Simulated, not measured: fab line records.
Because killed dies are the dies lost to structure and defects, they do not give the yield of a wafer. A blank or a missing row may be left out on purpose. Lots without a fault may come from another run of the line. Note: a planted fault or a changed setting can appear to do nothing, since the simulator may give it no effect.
fab line records + flow n5-finfet + part 1 of 2: steps 1 to 40 of 41
record
- lots=4
- wafers=10
- last-day=18
route steps=1938 shown BEOL_M0_SAQP@642 BEOL_M4@1111 PASSIVATION@1936
lots that met no fault: taken from a fault-free run of the same line
start-h: the number of hours between the record's first day and the start of the first shown wafer of the lot + wait-h: hours from the lot's prior step to this one + " unchanged from the row above + L1.1+2: a single row standing in for several wafers + - value missing, or start not given + * or withheld: withheld + < > ~ a bound
route shown NAME@n: NAME is a module with steps in the file, n the number in the route of the first one + usual: mean/standard deviation taken from wafers without a fault + same: alike in all rows + chamber/n: place in a boat + sites: readings site by site + _std_site: standard deviation of those values + _edge_site: inner sites' mean taken away from outer sites' mean + radius-mm: how far each site lies from the wafer's centre + mask NAME#n: copy n + behind: the tool/chamber that last shaped the wafer + hold: reason for holding the lot/hours on hold/outcome of the hold + device: whichever transistor did not switch (one of n, p or np) + end of line: at the end of the route, the tests of the same wafers + a step given without rows: its recipe and nothing more + killed: the dies lost at the first sort to structure and to defects; this is not the yield of the wafer + map: a wafer's dies, x killed, . not, _ none there
set.NAME: setting as actually run; set.NAME@STEP: the setting as run at that earlier step + model.NAME: the simulator's own value behind a step, which no gauge read
lots seen at some steps along the route; tables by step, rows by wafer
services: when a tool's chamber went out of use (start-h, in hours from the record's first day, below 0 if earlier), for how many hours, and the reason
## steps
# step N5_BEOL_M0_SAQP_COAT_82
# recipe
- resist=SiARC
- temp-c=220
- time-s=60
- spin-rpm=1500
- resist-thk-nm=30
# step N5_BEOL_M0_SAQP_COAT_08
# recipe
- resist=CAR-ArF
- spin-rpm=1500
- resist-thk-nm=90
# step N5_BEOL_M0_SAQP_EBR_10
# recipe
- solvent=PGMEA
- ebr-width-mm=1.5
# step N5_BEOL_M0_SAQP_SOFTBAKE_09
# recipe
- temp-c=110
- time-s=60
- resist=CAR-ArF
# step N5_BEOL_M0_SAQP_EXPOSE_11
# recipe
- mask-id=M0_CORE
- na=1.35
- source-shape=dipole
- sigma-inner=0.538
- sigma-outer=0.738
- polarization=te
- target-cd-nm=42
- dose-mj=55
# step N5_BEOL_M0_SAQP_PEB_12
# recipe
- peb-temp-c=withheld
- peb-time-s=60
- resist=CAR-ArF
# step N5_BEOL_M0_SAQP_DEVELOP_13
# recipe
- develop-time-s=30
- developer=TMAH
- resist=CAR-ArF
- dev-temp-c=23
- rinse-liquid=diw
- dry=air-spin
# step N5_BEOL_M0_SAQP_DESCUM_19
# recipe
- chemistry=O2
- time-s=7.9
- source-power-w=50
- bias-power-w=20
- pressure-mtorr=20
- rf-frequency-hz=2.712e+07
- temp-c=40
- resist=CAR-ArF
- o2-flow-sccm=225
# step N5_BEOL_M0_SAQP_ETCH_83
# recipe
- chemistry=CF4
- target=SiARC
- target-depth-a=390
- mask-material=CAR-ArF
- time-s=65
- ion-energy-ev=80
- pressure-mtorr=40
- source-w=545
- bias-w=36
- Ar_flow_sccm=100
- cf4-flow-sccm=100
- ends=cleared
# step N5_BEOL_M0_SAQP_ETCH_84
# recipe
- chemistry=N2/H2
- target=SOC
- target-depth-a=1000
- overetch-a=200
- mask-material=SiARC
- temp-c=40
- time-s=150
- ion-energy-ev=200
- pressure-mtorr=30
- source-w=840
- bias-w=150
- n2-flow-sccm=200
- h2-flow-sccm=200
# usual
- drypump-motor-current-A=5.7/0.33
- oes-product-au=0.70/0.069
- rf-vpp-V=522.9/3
- showerhead-plenum-p-Torr=2.51/0.1
- throttle-valve-pct=17.87/0.23
| lot.wafer | tool        | chamber | start-h | wait-h | drypump-motor-current-A | oes-product-au | rf-hours-counter-h | rf-vpp-V | showerhead-plenum-p-Torr | throttle-valve-pct | model.etch.depth-nm | model.SiARC_of_BEOL_M0_SAQP_COAT_82.thk-nm |
|-----------|-------------|---------|---------|--------|-------------------------|----------------|--------------------|----------|--------------------------|--------------------|---------------------|--------------------------------------------|
| L504.1    | rie-diel-05 | 0       | 129.99  | 0.0    | 6.1                     | 0.66           | 150                | 524.9    | 2.54                     | 17.81              | 99.95               | 24.4                                       |
| L504.2    | "           | 2       | "       | "      | 6.0                     | 0.65           | 191                | 527.1    | 2.63                     | 17.53              | 100.3               | 24.4                                       |
| L504.5    | "           | 2       | "       | "      | 6.1                     | 0.66           | -                  | 526.6    | 2.63                     | 17.55              | 99.99               | 24.4                                       |
| L519.2    | rie-diel-05 | 1       | 224.56  | 0.0    | 5.2                     | 0.77           | 36                 | 522.4    | 2.48                     | 17.74              | 100.1               | 24.2                                       |
| L519.5    | "           | 3       | "       | "      | 5.6                     | 0.74           | -                  | 521.4    | 2.49                     | 17.75              | 84.45               | 25.8                                       |
| L520.2    | rie-diel-05 | 3       | 226.82  | 0.0    | 5.6                     | 0.80           | 28                 | 521.2    | 2.49                     | 17.76              | 99.87               | 24.4                                       |
| L520.3    | "           | 1       | "       | "      | 5.2                     | 0.69           | 37                 | 521.5    | 2.48                     | 17.73              | 83.34               | 26                                         |
| L523.2    | rie-diel-06 | 1       | 250.78  | 0.0    | 6.0                     | 0.67           | 155                | 518.7    | 2.34                     | 18.22              | 100.3               | 24.2                                       |
| L523.3    | "           | 0       | "       | "      | 5.8                     | 0.71           | 125                | 528.6    | 2.67                     | 17.99              | 100.2               | 24.6                                       |
| L523.5    | "           | 1       | "       | "      | 5.9                     | 0.66           | -                  | 516.8    | 2.34                     | 18.22              | 99.95               | 24.2                                       |
# step N5_BEOL_M0_SAQP_STRIP_80
# recipe
- chemistry=N2/H2
- temp-c=40
- n2-flow-sccm=200
- h2-flow-sccm=200
- rf-frequency-hz=6e+07
# step N5_BEOL_M0_SAQP_HM_OPEN_112
# recipe
- chemistry=CHF3/O2
- target=SiO2
- stop-on=a-Si
- target-depth-a=120
- over-etch-frac=1.25
- mask-material=SOC
- time-s=13.5
- pressure-mtorr=30
- source-w=650
- bias-w=170
- Ar_flow_sccm=200
- CHF3_flow_sccm=50
- O2_flow_sccm=5
- ion-energy-ev=200
- ends=end-point
# usual
- drypump-motor-current-A=5.7/0.33
- oes_o_777_au=0.78/0.076
- oes-product-au=0.51/0.051
- rf-vpp-V=522/4.4
- showerhead-plenum-p-Torr=2.38/0.091
- throttle-valve-pct=18.88/0.21
# same
- over-etch-frac=1.25
| lot.wafer | tool        | chamber | start-h | wait-h | drypump-motor-current-A | oes_o_777_au | oes-product-au | rf-hours-counter-h | rf-vpp-V | showerhead-plenum-p-Torr | throttle-valve-pct | model.SiARC_of_BEOL_M0_SAQP_COAT_82.thk-nm |
|-----------|-------------|---------|---------|--------|-------------------------|--------------|----------------|--------------------|----------|--------------------------|--------------------|--------------------------------------------|
| L504.1    | rie-diel-05 | 0       | 130.10  | 0.0    | 6.1                     | 0.73         | 0.48           | 150                | 524      | 2.42                     | 18.84              | 4.8                                        |
| L504.2    | "           | 2       | "       | "      | 6.0                     | 0.73         | 0.47           | 191                | 523      | 2.49                     | 18.61              | 5.4                                        |
| L504.5    | "           | 2       | "       | "      | 6.0                     | 0.73         | 0.48           | -                  | 523      | 2.49                     | 18.62              | 5.4                                        |
| L519.2    | rie-diel-05 | 1       | 224.67  | 0.0    | 5.2                     | 0.86         | 0.56           | 36                 | 514      | 2.36                     | 18.78              | 4.8                                        |
| L519.5    | "           | 3       | "       | "      | 5.6                     | 0.90         | 0.54           | -                  | 524      | 2.37                     | 18.65              | 6.2                                        |
| L520.2    | rie-diel-05 | 3       | 226.93  | 0.0    | 5.6                     | 0.90         | 0.60           | 28                 | 525      | 2.37                     | 18.70              | 5.2                                        |
| L520.3    | "           | 1       | "       | "      | 5.2                     | 0.86         | 0.48           | 37                 | 515      | 2.36                     | 18.78              | 6.8                                        |
| L523.2    | rie-diel-06 | 1       | 250.88  | 0.0    | 5.9                     | 0.75         | 0.49           | 155                | 526      | 2.22                     | 19.25              | 4.4                                        |
| L523.3    | "           | 0       | "       | "      | 5.8                     | 0.79         | 0.52           | 125                | 521      | 2.52                     | 18.92              | 5.2                                        |
| L523.5    | "           | 1       | "       | "      | 5.9                     | 0.76         | 0.49           | -                  | 525      | 2.22                     | 19.26              | 4.4                                        |
# step N5_BEOL_M0_SAQP_STRIP_113
# recipe
- chemistry=CHF3/O2
- resist=SiARC
- rf-frequency-hz=6e+07
# step N5_BEOL_M0_SAQP_MANDREL_ETCH_20
# recipe
- target-depth-a=600
- chemistry=HBr/Cl2
- target=a-Si
- stop-on=SiNx
- bt-time-s=10
- mask-material=SOC
- over-etch-frac=0.5
- time-s=30
- pressure-mtorr=10
- icp-w=800
- bias-w=75
- HBr_flow_sccm=150
- Cl2_flow_sccm=80
- ends=end-point
# usual
- HBr_flow_sccm=150.0/0.47
- drypump-motor-current-A=5.8/0.42
- oes-product-au=0.771/0.011
- throttle-valve-pct=35.29/0.3
# same
- over-etch-frac=0.5
| lot.wafer | tool      | chamber | start-h | wait-h | HBr_flow_sccm | drypump-motor-current-A | oes-product-au | rf-hours-counter-h | throttle-valve-pct |
|-----------|-----------|---------|---------|--------|---------------|-------------------------|----------------|--------------------|--------------------|
| L504.1    | rie-si-02 | 2       | 130.18  | 0.0    | 149.7         | 6.1                     | 0.763          | 4                  | 35.67              |
| L504.2    | "         | 1       | "       | "      | 149.5         | 6.2                     | 0.763          | 154                | 35.07              |
| L504.5    | "         | 0       | "       | "      | 149.5         | 4.9                     | 0.756          | -                  | 35.32              |
| L519.2    | rie-si-02 | 1       | 224.75  | 0.0    | 150.2         | 6.2                     | 0.751          | 155                | 35.10              |
| L519.5    | "         | 2       | "       | "      | 150.5         | 6.0                     | 0.431          | -                  | 36.37              |
| L520.2    | rie-si-02 | 0       | 227.02  | 0.0    | 149.8         | 4.9                     | 0.752          | 164                | 35.34              |
| L520.3    | "         | 3       | "       | "      | 149.8         | 6.3                     | 0.375          | 122                | 35.91              |
| L523.2    | rie-si-05 | 2       | 250.97  | 0.0    | 150.2         | 4.9                     | 0.770          | 155                | 35.02              |
| L523.3    | "         | 1       | "       | "      | 150.7         | 5.8                     | 0.770          | 90                 | 34.97              |
| L523.5    | "         | 0       | "       | "      | 150.0         | 6.0                     | 0.784          | -                  | 35.32              |
# step N5_BEOL_M0_SAQP_STRIP_86
# recipe
- chemistry=N2/H2
- power-w=500
- temp-c=40
- pressure-mtorr=50
- rf-frequency-hz=6e+07
- overash-fraction=0.3
- bias-power-w=28
- h2-frac=0.5
- n2-flow-sccm=300
- h2-flow-sccm=300
# step N5_BEOL_M0_SAQP_STRIP_115
# recipe
- chemistry=post-etch-residue-remover
- time-s=60
- temp-c=25
- remover-ph=withheld
- remover-water-wt-pct=withheld
- remover-fluoride-wt-pct=withheld
# step N5_BEOL_M0_SAQP_SRD_93
# recipe
- dry=ipa-marangoni
- time-s=30
- temp-c=23
- rinse-liquid=diw
# step N5_BEOL_M0_SAQP_RECESS_114
# recipe
- chemistry=HF/NH3
- target=SiO2
- target-depth-a=144
- afs-cycles=3
- temp-c=30
- sublimation-temp-c=180
- sublimation-time-s=60
# step N5_BEOL_M0_SAQP_SPACER1_ALD_98
# recipe
- material=SiO2
- target-thk-a=128
- temp-c=300
- ald-precursor-family=BDEAS
- ald-co-reactant=O2-plasma
- pulse-time-s=1
- purge-time-s=2
- co-reactant-purge-time-s=2
- ald-cycles=138
- pressure-torr=2
# step N5_BEOL_M0_SAQP_SPACER1_ETCHBACK_99
# recipe
- chemistry=CHF3/O2
- mode=anisotropic-etchback
- target=SiO2
- target-depth-a=154
- time-s=7.7
- pressure-mtorr=30
- source-w=650
- bias-w=170
- Ar_flow_sccm=200
- CHF3_flow_sccm=50
- O2_flow_sccm=5
- ion-energy-ev=200
# usual
- drypump-motor-current-A=5.7/0.33
- oes_o_777_au=0.79/0.075
- oes-product-au=0.79/0.083
- rf-vpp-V=522/4.8
- showerhead-plenum-p-Torr=2.40/0.11
- throttle-valve-pct=18.96/0.24
| lot.wafer | tool        | chamber | start-h | wait-h | drypump-motor-current-A | oes_o_777_au | oes-product-au | rf-hours-counter-h | rf-vpp-V | showerhead-plenum-p-Torr | throttle-valve-pct |
|-----------|-------------|---------|---------|--------|-------------------------|--------------|----------------|--------------------|----------|--------------------------|--------------------|
| L504.1    | rie-diel-05 | 2       | 131.49  | 0.3    | 6.0                     | 0.73         | 0.72           | 192                | 522      | 2.49                     | 18.66              |
| L504.2    | "           | 3       | "       | "      | 5.6                     | 0.98         | 1.01           | 1                  | 526      | 2.38                     | 18.72              |
| L504.5    | "           | 2       | "       | "      | 6.0                     | 0.73         | 0.71           | -                  | 522      | 2.49                     | 18.68              |
| L519.2    | rie-diel-02 | 3       | 225.89  | 0.3    | 5.5                     | 0.74         | 0.74           | 173                | 529      | 2.39                     | 19.01              |
| L519.5    | "           | 2       | "       | "      | 5.5                     | 0.77         | 0.31           | -                  | 521      | 2.32                     | 18.70              |
| L520.2    | rie-diel-06 | 1       | 230.07  | 0.4    | 6.0                     | 0.76         | 0.75           | 149                | 526      | 2.22                     | 19.31              |
| L520.3    | "           | 2       | "       | "      | 5.9                     | 0.73         | 0.28           | 179                | 516      | 2.30                     | 19.14              |
| L523.2    | rie-diel-06 | 1       | 252.06  | 0.3    | 6.0                     | 0.76         | 0.75           | 156                | 525      | 2.22                     | 19.33              |
| L523.3    | "           | 2       | "       | "      | 5.9                     | 0.73         | 0.71           | 185                | 515      | 2.30                     | 19.26              |
| L523.5    | "           | 1       | "       | "      | 5.9                     | 0.76         | 0.75           | -                  | 524      | 2.22                     | 19.31              |
# step N5_BEOL_M0_SAQP_MANDREL1_REMOVE_100
# recipe
- chemistry=HBr/Cl2/O2
- bt-time-s=10
- target=a-Si
- stop-on=SiNx
- endpoint=OES-SiCl
- over-etch-frac=0.85
- icp-w=600
- bias-w=30
- HBr_flow_sccm=150
- Cl2_flow_sccm=80
- O2_flow_sccm=5
- pressure-mtorr=10
# usual
- HBr_flow_sccm=150.0/0.47
- drypump-motor-current-A=5.8/0.49
- oes_o_777_au=0.986/0.022
- oes-product-au=0.995/0.012
- throttle-valve-pct=36.47/0.27
# same
- over-etch-frac=0.85
| lot.wafer | tool      | chamber | start-h | wait-h | HBr_flow_sccm | drypump-motor-current-A | oes_o_777_au | oes-product-au | rf-hours-counter-h | throttle-valve-pct | model.BEOL_M0_SAQP.cd-nm |
|-----------|-----------|---------|---------|--------|---------------|-------------------------|--------------|----------------|--------------------|--------------------|--------------------------|
| L504.1    | rie-si-05 | 1       | 131.57  | 0.1    | 150.0         | 5.7                     | 0.992        | 0.994          | 88                 | 36.22              | 13                       |
| L504.2    | "         | 2       | "       | "      | 150.1         | 4.9                     | 0.994        | 0.996          | 153                | 36.26              | 12.8                     |
| L504.5    | "         | 2       | "       | "      | 149.5         | 4.9                     | 0.995        | 0.993          | -                  | 36.25              | 12.8                     |
| L519.2    | rie-si-02 | 3       | 225.98  | 0.1    | 150.1         | 6.3                     | 1.014        | 0.999          | 122                | 36.38              | 12.8                     |
| L519.5    | "         | 2       | "       | "      | 149.8         | 6.0                     | 0.953        | 0.523          | -                  | 36.95              | 43.6                     |
| L520.2    | rie-si-04 | 0       | 230.16  | 0.1    | 150.2         | 5.8                     | 0.987        | 0.992          | 182                | 37.17              | 12.8                     |
| L520.3    | "         | 2       | "       | "      | 150.5         | 6.1                     | 1.011        | 0.459          | 80                 | 36.48              | 42.6                     |
| L523.2    | rie-si-05 | 0       | 252.14  | 0.1    | 150.2         | 6.0                     | 0.970        | 1.003          | 1                  | 36.59              | 12.8                     |
| L523.3    | "         | 1       | "       | "      | 149.7         | 5.8                     | 0.992        | 0.996          | 90                 | 36.22              | 12.6                     |
| L523.5    | "         | 2       | "       | "      | 149.8         | 4.9                     | 0.989        | 1.004          | -                  | 36.25              | 12.6                     |
# step N5_BEOL_M0_SAQP_CD_MEAS_25
# recipe
- target-cd-nm=13.1
- landing-energy-ev=1000
- detector=se-inlens
# usual
- cd-nm=12.79/0.2
| lot.wafer | tool      | chamber | start-h | wait-h | cd-nm |
|-----------|-----------|---------|---------|--------|-------|
| L504.1    | cd-sem-02 | 0       | 131.68  | 0.1    | 13.22 |
| L504.2    | "         | 0       | "       | "      | 12.60 |
| L504.5    | "         | 0       | "       | "      | 12.85 |
| L519.2    | cd-sem-02 | 0       | 226.09  | 0.1    | 12.87 |
| L519.5    | "         | 0       | "       | "      | -     |
| L520.2    | cd-sem-02 | 0       | 230.27  | 0.1    | 12.75 |
| L520.3    | "         | 0       | "       | "      | -     |
| L523.2    | cd-sem-02 | 0       | 252.26  | 0.1    | 12.89 |
| L523.3    | "         | 0       | "       | "      | 12.82 |
| L523.5    | "         | 0       | "       | "      | 12.57 |
# step N5_BEOL_M0_SAQP_ETCH_101
# recipe
- chemistry=CH3F/O2
- target=SiNx
- mask-material=SiO2
- target-depth-a=299
- time-s=42.7
- pressure-mtorr=30
- source-w=395
- bias-w=73
- Ar_flow_sccm=150
- CH3F_flow_sccm=30
- O2_flow_sccm=20
- ion-energy-ev=120
# step N5_BEOL_M0_SAQP_ETCH_102
# recipe
- chemistry=CF4
- target=SiO2
- target-depth-a=40
- ion-energy-ev=350
- time-s=4.4
- pressure-mtorr=10
- icp-w=800
- bias-w=400
- cf4-flow-sccm=80
# step N5_BEOL_M0_SAQP_MANDREL_ETCH_103
# recipe
- chemistry=HBr/Cl2
- target=a-Si
- target-depth-a=450
- bt-time-s=10
- stop-on=SiCN
- mask-material=SiO2
- over-etch-frac=0.8
- time-s=27
- pressure-mtorr=10
- icp-w=800
- bias-w=75
- HBr_flow_sccm=150
- Cl2_flow_sccm=80
- ends=end-point
# step N5_BEOL_M0_SAQP_RECESS_104
# recipe
- chemistry=HF/NH3
- target=SiO2
- target-depth-a=180
- afs-cycles=3
- temp-c=30
- sublimation-temp-c=180
- sublimation-time-s=60
# step N5_BEOL_M0_SAQP_COAT_105
# recipe
- resist=SOC
- temp-c=250
- time-s=60
- spin-rpm=1500
- resist-thk-nm=100
# step N5_BEOL_M0_SAQP_ETCH_106
# recipe
- chemistry=N2/H2
- target=SOC
- target-depth-a=1500
- stop-on=SiNx
- ion-energy-ev=100
- bias-w=61
- pressure-mtorr=30
- source-w=850
- n2-flow-sccm=200
- h2-flow-sccm=200
# step N5_BEOL_M0_SAQP_ETCH_107
# recipe
- chemistry=CH3F/O2
- target=SiNx
- target-depth-a=300
- mask-material=SOC
- pressure-mtorr=30
- source-w=395
- bias-w=73
- Ar_flow_sccm=150
- CH3F_flow_sccm=30
- O2_flow_sccm=20
- ion-energy-ev=120
# step N5_BEOL_M0_SAQP_STRIP_108
# recipe
- chemistry=N2/H2
- power-w=500
- temp-c=40
- pressure-mtorr=50
- rf-frequency-hz=6e+07
- overash-fraction=0.3
- bias-power-w=28
- h2-frac=0.5
- n2-flow-sccm=300
- h2-flow-sccm=300
# step N5_BEOL_M0_SAQP_RECESS_109
# recipe
- chemistry=HF/NH3
- target=SiO2
- target-depth-a=30
- afs-cycles=1
- temp-c=30
- sublimation-temp-c=180
- sublimation-time-s=60
# step N5_BEOL_M0_SAQP_SPACER2_ALD_26
# recipe
- material=SiO2
- target-thk-a=150
- temp-c=300
- ald-precursor-family=BDEAS
- ald-co-reactant=O2-plasma
- pulse-time-s=1
- purge-time-s=2
- co-reactant-purge-time-s=2
- pressure-torr=2
# step N5_BEOL_M0_SAQP_SPACER2_ETCHBACK_27
# recipe
- chemistry=CHF3/O2
- mode=anisotropic-etchback
- target=SiO2
- target-depth-a=225
- time-s=11.25
- pressure-mtorr=30
- source-w=650
- bias-w=170
- Ar_flow_sccm=200
- CHF3_flow_sccm=50
- O2_flow_sccm=5
- ion-energy-ev=200
# step N5_BEOL_M0_SAQP_MANDREL2_REMOVE_110
# recipe
- chemistry=HBr/Cl2/O2
- bt-time-s=10
- target=a-Si
- stop-on=SiCN
- endpoint=OES-SiCl
- over-etch-frac=1
- icp-w=600
- bias-w=30
- HBr_flow_sccm=150
- Cl2_flow_sccm=80
- O2_flow_sccm=5
- pressure-mtorr=10
# step N5_BEOL_M0_SAQP_CD_MEAS_29
# recipe
- target-cd-nm=14.4
- landing-energy-ev=1000
- detector=se-inlens
# usual
- cd-nm=15.00/0.22
| lot.wafer | tool      | chamber | start-h | wait-h | cd-nm |
|-----------|-----------|---------|---------|--------|-------|
| L504.1    | cd-sem-02 | 0       | 133.68  | 0.1    | 14.94 |
| L504.2    | "         | 0       | "       | "      | 14.95 |
| L504.5    | "         | 0       | "       | "      | 14.96 |
| L519.2    | cd-sem-02 | 0       | 228.84  | 0.1    | 14.80 |
| L519.5    | "         | 0       | "       | "      | -     |
| L520.2    | cd-sem-02 | 0       | 232.59  | 0.1    | 14.90 |
| L520.3    | "         | 0       | "       | "      | -     |
| L523.2    | cd-sem-03 | 0       | 254.04  | 0.1    | 15.18 |
| L523.3    | "         | 0       | "       | "      | 15.04 |
| L523.5    | "         | 0       | "       | "      | 15.57 |
# step N5_BEOL_M0_SAQP_COAT_69
# recipe
- resist=SOC
- temp-c=250
- time-s=60
- spin-rpm=1500
- resist-thk-nm=90
# step N5_BEOL_M0_SAQP_COAT_72
# recipe
- resist=SiARC
- temp-c=220
- time-s=60
- spin-rpm=1500
- resist-thk-nm=15
# step N5_BEOL_M0_SAQP_COAT_87
# recipe
- resist=underlayer
- temp-c=205
- time-s=60
- spin-rpm=1500
- resist-thk-nm=5
# step N5_BEOL_M0_SAQP_COAT_34
# recipe
- resist=CAR-EUV
- spin-rpm=1500
- resist-thk-nm=30
# step N5_BEOL_M4_RC_MEAS_101
# usual
- DIBL_N=36.3/1.6
- DIBL_P=36.5/1.6
- IOFF_N=0.163/0.026
- IOFF_P=0.22/0.033
- ION_N=676/9.9
- ION_P=464/6.5
- SS_N=71.5/0.5
- SS_P=73.3/0.64
- VT_N=249.3/2.9
- VT_P=-250/3.2
| lot.wafer | tool      | chamber | start-h | wait-h | DIBL_N[mV/V] | DIBL_P[mV/V] | IOFF_N[nA/um] | IOFF_P[nA/um] | ION_N[uA/um] | ION_P[uA/um] | SS_N[mV/dec] | SS_P[mV/dec] | VT_N[mV] | VT_P[mV] |
|-----------|-----------|---------|---------|--------|--------------|--------------|---------------|---------------|--------------|--------------|--------------|--------------|----------|----------|
| L504.1    | prober-01 | 0       | 206.22  | 0.0    | 37.0         | 36.9         | 0.160         | 0.21          | 692          | 466          | 71.8         | 73.5         | 249.2    | -252     |
| L504.2    | "         | 0       | "       | "      | 37.8         | 38.6         | 0.189         | 0.25          | 680          | 470          | 72.1         | 74.1         | 245.7    | -248     |
| L504.5    | "         | 0       | "       | "      | 37.6         | 37.8         | 0.175         | 0.23          | 687          | 470          | 71.6         | 73.4         | 247.4    | -249     |
| L520.2    | prober-01 | 0       | 304.34  | 0.2    | 36.2         | 39.3         | 0.170         | 0.23          | 669          | 460          | 71.8         | 74.0         | 246.4    | -248     |
| L519.2    | prober-01 | 0       | 307.33  | 0.2    | 34.7         | 35.0         | 0.142         | 0.22          | 670          | 472          | 71.2         | 72.6         | 253.0    | -246     |
| L523.2    | prober-01 | 0       | 320.63  | 0.2    | 36.4         | 35.6         | 0.161         | 0.23          | 686          | 466          | 72.0         | 73.8         | 247.9    | -248     |
| L523.3    | "         | 0       | "       | "      | 36.5         | 35.7         | 0.180         | 0.24          | 687          | 467          | 71.3         | 73.3         | 248.0    | -247     |
| L523.5    | "         | 0       | "       | "      | 37.7         | 36.8         | 0.195         | 0.25          | 691          | 467          | 72.5         | 74.8         | 244.9    | -246     |
## key
first-sign
- step=N5_BEOL_M0_SAQP_MANDREL_ETCH_20
- reading=oes-product-au
- direction=down
- sigmas=32
- usual=0.771
- struck=0.403
effect
- step=N5_BEOL_M0_SAQP_SPACER1_ETCHBACK_99
- reading=oes-product-au
- direction=down
- sigmas=5.9
- usual=0.79
- struck=0.30
effect
- step=N5_BEOL_M0_SAQP_MANDREL1_REMOVE_100
- reading=oes-product-au
- direction=down
- sigmas=42
- usual=0.995
- struck=0.491
effect
- step=N5_BEOL_M0_SAQP_CD_MEAS_25
- reading=cd-nm
- direction=missing
effect
- step=N5_BEOL_M0_SAQP_CD_MEAS_29
- reading=cd-nm
- direction=missing
effect
- step=N5_PASSIVATION_PROBE_49
- reading=killed_at_M0_to_M3
- direction=up
- sigmas=99+
- usual=32
- struck=1099
model-effect
- step=N5_BEOL_M0_SAQP_ETCH_84
- value=etch.depth-nm
- without=99.99
- struck=83.9
model-effect
- step=N5_BEOL_M0_SAQP_HM_OPEN_112
- value=SiARC_of_BEOL_M0_SAQP_COAT_82.thk-nm
- without=4.7
- struck=6.5
model-effect
- step=N5_BEOL_M0_SAQP_MANDREL1_REMOVE_100
- value=BEOL_M0_SAQP.cd-nm
- without=12.8
- struck=43.1
more-kills-born-at
- N5_BEOL_M0_SAQP_ETCH_84@rie-diel-05=2052
met-at N5_BEOL_M0_SAQP_ETCH_84
struck-wafers L519.5,L520.3
later-rows-left-out L519.5,L520.3
onset-between 129.99 224.56
fault
- kind=process-parameter-drift
- tool=rie-diel-05
- chamber=-
- onset-h=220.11
- steps=N5_BEOL_M0_SAQP_ETCH_84
- channel=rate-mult
- offset=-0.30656
- shape=step
- end-h=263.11
- scope=struck-wafers-only
# later-rows-left-out: the simulator's readings of these wafers behind a module that went badly wrong aren't trusted and aren't shown, but for the sort
